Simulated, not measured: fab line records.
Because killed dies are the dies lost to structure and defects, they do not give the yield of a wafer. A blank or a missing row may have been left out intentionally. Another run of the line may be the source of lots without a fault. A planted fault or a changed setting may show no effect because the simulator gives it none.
A lot that was struck, set against a sound lot ; flow n5Finfet ; 35 out of 1938 route steps
Sound: these wafers, L591.1, L591.4, L591.5. Struck: wafers L605.1, L605.4, L605.6. Last of all comes the cause.
For every step that has rows: the tool of each side, followed by ch and its chambers, followed by its first start. Under that, the readings that differ: sound wafers ; struck wafers ; difference of the means ; sigmas: that difference in standard deviations of wafers without a fault.
alike: readings with means less than 2 such deviations apart, plus words and numbers identical on both sides. not compared: withheld readings, readings lacking a value on some wafer, bounds such as >300 that could conceal the same value, and numbers that have no deviation in the record and whose values overlap.
A row with sigmas, a row that says differs or no value, or rows on one side alone: a step with any of these is where the two part. Non-overlapping numbers with no deviation appear without sigmas and do not part them. A reading that every wafer of one side lacks parts them only if that side has two wafers or more.

first, 8 steps without rows for these wafers: N5_BEOL_M8_SPUTTER_48 (material Cu, target thk 10 nm, time 1.667 s); N5_BEOL_M8_ECD_50 (material Cu, target thk 300 nm); N5_BEOL_M8_ANNEAL_51 (time 90 s); N5_BEOL_M8_CMP_52 (polishes, stops on SiCOH lowk, t overpolish 6.9 s, target thk 80 nm); N5_BEOL_M8_PRE_CLEAN_55 (time 15 s); N5_BEOL_M8_DEP_56 (deposits SiCN from 3MS/NH3, target thk 10 nm, time 17.5 s); N5_BEOL_M9_ILD_DEP_00 (deposits SiCOH lowk from DEMS/porogen, target thk 308.51 nm, time 58 s); N5_BEOL_M9_CURE_71 (cures SiCOH lowk, time 240 s).
N5_BEOL_M9_PECVD_70: deposits SiO2 from TEOS/O2, target thk 20 nm, time 22.7 s.
  sound on pecvd-01 ch 0,1, day 9 11:05; struck on pecvd-01 ch 0,1,2, day 13 01:43
reading;sound;struck;difference;sigmas
chamberPressureTorr (Torr);5.499 5.510 5.516;5.478 5.475 5.478;-0.031;-2
susceptorTempC (C);400.10 400.19 400.23;407.96 408.08 408.29;+7.94;+38
model.SiO2_of_BEOL_M9_PECVD_70.thkNm (nm);19.8 20.4 20.2;18.8 19.2 19.4;-1.0;
  alike: heaterPowerW, showerheadPlenumPTorr, throttleValvePct
then, 25 steps without rows for these wafers: N5_BEOL_M9_HM_DEP_02 (deposits TiN, target thk 20 nm); N5_BEOL_M9_COAT_59 (time 60 s, resist thk 100 nm); N5_BEOL_M9_COAT_60 (time 60 s, resist thk 30 nm); N5_BEOL_M9_COAT_05 (resist thk 90 nm); N5_BEOL_M9_EBR_07; N5_BEOL_M9_SOFTBAKE_06 (time 60 s); N5_BEOL_M9_EXPOSE_08 (exposes mask M9); N5_BEOL_M9_PEB_09 (peb time 60 s); N5_BEOL_M9_DEVELOP_10 (develop time 30 s); N5_BEOL_M9_DESCUM_16 (chemistry O2, time 7.9 s); N5_BEOL_M9_ETCH_61 (etches SiARC in CF4, target depth 39 nm, time 65 s); N5_BEOL_M9_ETCH_62 (etches SOC in N2/H2, target depth 110 nm, overetch 22 nm, time 165 s); N5_BEOL_M9_STRIP_68 (strips in N2/H2); N5_BEOL_M9_STRIP_67 (strips in CF4); N5_BEOL_M9_HM_OPEN_17 (chemistry Cl2/BCl3, target TiN, target depth 20 nm, overetch 6 nm); N5_BEOL_M9_STRIP_19 (strips in O2); N5_BEOL_M9_COAT_63 (time 60 s, resist thk 60 nm); N5_BEOL_M9_COAT_64 (time 60 s, resist thk 12 nm); N5_BEOL_M9_COAT_75 (time 60 s, resist thk 5 nm); N5_BEOL_M9_COAT_22 (resist thk 30 nm); N5_BEOL_M9_EBR_24; N5_BEOL_M9_SOFTBAKE_23 (time 60 s); N5_BEOL_M9_EXPOSE_25 (exposes mask V8); N5_BEOL_M9_PEB_26 (peb time 60 s); N5_BEOL_M9_DEVELOP_27 (develop time 30 s).
N5_BEOL_M9_HM_STRIP_39: strips TiN in peroxide tin strip, target depth 25 nm, time 158 s.
  sound on wetBench-06 ch 1,2,4, day 9 13:43; struck on wetBench-05 ch 0,4,7, day 13 04:43
reading;sound;struck;difference;sigmas
model.SiO2_of_BEOL_M9_PECVD_70.thkNm (nm);19.6 20.2 20;18.6 19.2 19.2;-0.9;
  alike: bathGuardTempC

## WHERE THEY PART
At N5_BEOL_M9_PECVD_70 and nowhere else, as far as this record goes. Later steps at which nothing parts them and some readings are alike: N5_BEOL_M9_HM_STRIP_39.

WHY: what the simulator had put in
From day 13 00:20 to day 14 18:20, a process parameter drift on pecvd-01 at N5_BEOL_M9_PECVD_70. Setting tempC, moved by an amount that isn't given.
